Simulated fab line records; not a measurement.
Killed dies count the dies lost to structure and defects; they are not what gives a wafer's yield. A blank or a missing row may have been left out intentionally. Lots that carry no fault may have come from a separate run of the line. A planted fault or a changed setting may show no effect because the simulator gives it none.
Chamber matching :: flow nand harc :: 3 sister chambers for NHARC_A_SLIT_DEP_23 on pecvd-01
The step deposits SiON, target thk 100 nm. 6 wafers are shown with their chamber, then 8 later ones without.

WAFERS, EACH WITH ITS CHAMBER
wafer: L105.1
chamber: 2
heater power w (W): 812
susceptor temp C (C): 400.04

wafer: L108.1
chamber: 2
heater power w (W): 737
susceptor temp C (C): 400.16

wafer: L108.3
chamber: 1
heater power w (W): 701
susceptor temp C (C): 399.93

wafer: L116.4
chamber: 0
heater power w (W): 654
susceptor temp C (C): 399.86

wafer: L116.5
chamber: 1
heater power w (W): 782
susceptor temp C (C): 400.09

wafer: L115.1
chamber: 0
heater power w (W): 778
susceptor temp C (C): 400.20

WAFERS WITHOUT THEIR CHAMBER
wafer: L115.2
heater power w (W): 740
susceptor temp C (C): 400.33

wafer: L115.3
heater power w (W): 651
susceptor temp C (C): 399.88

wafer: L117.2
heater power w (W): 759
susceptor temp C (C): 399.88

wafer: L117.4
heater power w (W): 745
susceptor temp C (C): 400.07

wafer: L117.5
heater power w (W): 781
susceptor temp C (C): 400.31

wafer: L123.1
heater power w (W): 744
susceptor temp C (C): 400.01

wafer: L123.3
heater power w (W): 810
susceptor temp C (C): 400.40

wafer: L123.6
heater power w (W): 805
susceptor temp C (C): 400.27

WHICH CHAMBER EACH WENT THROUGH
wafer: L115.2
from the rows above: can't be placed: 2 or 0 or 1
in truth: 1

wafer: L115.3
from the rows above: can't be placed: 0 or 1 or 2
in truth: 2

wafer: L117.2
from the rows above: can't be placed: 1 or 0 or 2
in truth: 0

wafer: L117.4
from the rows above: can't be placed: 1 or 2 or 0
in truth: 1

wafer: L117.5
from the rows above: can't be placed: 2 or 1 or 0
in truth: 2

wafer: L123.1
from the rows above: can't be placed: 1 or 0 or 2
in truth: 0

wafer: L123.3
from the rows above: can't be placed: 2 or 1 or 0
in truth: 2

wafer: L123.6
from the rows above: can't be placed: 2 or 1 or 0
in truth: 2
Correctly placed: 0 of 8. From these rows, 8 cannot be placed; in 8 the true chamber is one of the candidates. Wrongly placed: 0.
How it was worked out, from the rows above alone: a wafer's distance from a chamber is the root of the sum, over the readings, of the square of ((its reading less the chamber's mean) divided by the reading's scatter). If the next closest chamber is less than 2 further off than the closest, the wafer can't be placed; otherwise it belongs to the closest. A chamber's mean is the mean of its shown wafers. The scatter: the root of (the sum of the squares of (reading less its chamber's mean) over the shown wafers, divided by (wafers less chambers)).
